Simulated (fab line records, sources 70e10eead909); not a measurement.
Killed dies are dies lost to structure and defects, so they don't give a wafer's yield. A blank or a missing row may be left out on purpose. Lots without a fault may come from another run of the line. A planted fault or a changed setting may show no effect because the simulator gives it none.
Chamber matching | flow nand_harc | NHARC_P_M2_STRIP_18 on rie_diel-02: 4 sister chambers
The step strips in N2/H2. 18 wafers are shown with their chamber, then 9 later ones without.

WAFERS WITH THEIR CHAMBER
wafer  | chamber | showerhead_plenum_p_Torr (Torr) | drypump_motor_current_A (A) | throttle_valve_pct (%)
L074.2 | 3       | 2.15                            | 6.2                         | 14.160
L074.3 | 1       | 2.07                            | 5.4                         | 14.186
L074.6 | 3       | 2.15                            | 6.2                         | 14.162
L079.1 | 0       | 2.09                            | 5.6                         | 14.188
L079.2 | 3       | 2.15                            | 6.2                         | 14.183
L079.4 | 1       | 2.06                            | 5.4                         | 14.175
L080.4 | 3       | 2.15                            | 6.2                         | 14.151
L080.5 | 2       | 1.96                            | 5.3                         | 14.187
L080.6 | 1       | 2.06                            | 5.4                         | 14.181
L081.2 | 1       | 2.06                            | 5.3                         | 14.160
L081.5 | 2       | 1.96                            | 5.3                         | 14.177
L081.6 | 3       | 2.15                            | 6.2                         | 14.168
L084.1 | 3       | 2.15                            | 6.2                         | 14.178
L084.3 | 2       | 1.96                            | 5.3                         | 14.179
L084.5 | 3       | 2.15                            | 6.2                         | 14.160
L085.2 | 1       | 2.06                            | 5.3                         | 14.176
L085.3 | 3       | 2.15                            | 6.2                         | 14.159
L085.6 | 2       | 1.96                            | 5.3                         | 14.180

SIGNATURES (means of the wafers above)
reading                  | chamber 0 | chamber 1 | chamber 2 | chamber 3 | scatter within a chamber
showerhead_plenum_p_Torr | 2.0900    | 2.0620    | 1.9600    | 2.1500    | 0.00239
drypump_motor_current_A  | 5.600     | 5.360     | 5.300     | 6.200     | 0.0293
throttle_valve_pct       | 14.18800  | 14.17560  | 14.18075  | 14.16512  | 0.00938
Rule: a wafer's distance from a chamber is the root of the sum, over the readings, of the square of ((its reading less the chamber's mean) divided by the reading's scatter). The wafer belongs to the nearest chamber; if the next one is less than 2 further off, it can't be placed. The scatter: the root of (the sum of the squares of (reading less its chamber's mean) over the shown wafers, divided by (wafers less chambers)).

WAFERS WITHOUT THEIR CHAMBER
wafer  | showerhead_plenum_p_Torr (Torr) | drypump_motor_current_A (A) | throttle_valve_pct (%)
L092.1 | 2.06                            | 5.4                         | 14.168
L092.3 | 1.95                            | 5.3                         | 14.172
L092.6 | 2.06                            | 5.4                         | 14.167
L093.3 | 2.06                            | 5.3                         | 14.178
L093.5 | 1.95                            | 5.3                         | 14.172
L093.6 | 2.15                            | 6.2                         | 14.158
L097.2 | 2.15                            | 6.2                         | 14.159
L097.3 | 2.09                            | 5.6                         | 14.169
L097.5 | 2.06                            | 5.4                         | 14.165

WHICH CHAMBER EACH WENT THROUGH
wafer  | from the rows above | in truth
L092.1 | 1                   | 1
L092.3 | 2                   | 2
L092.6 | 1                   | 1
L093.3 | 1                   | 1
L093.5 | 2                   | 2
L093.6 | 3                   | 3
L097.2 | 3                   | 3
L097.3 | 0                   | 0
L097.5 | 1                   | 1
Placed correctly: 9 of 9. Can't be placed from these rows: 0. Placed wrongly: 0.
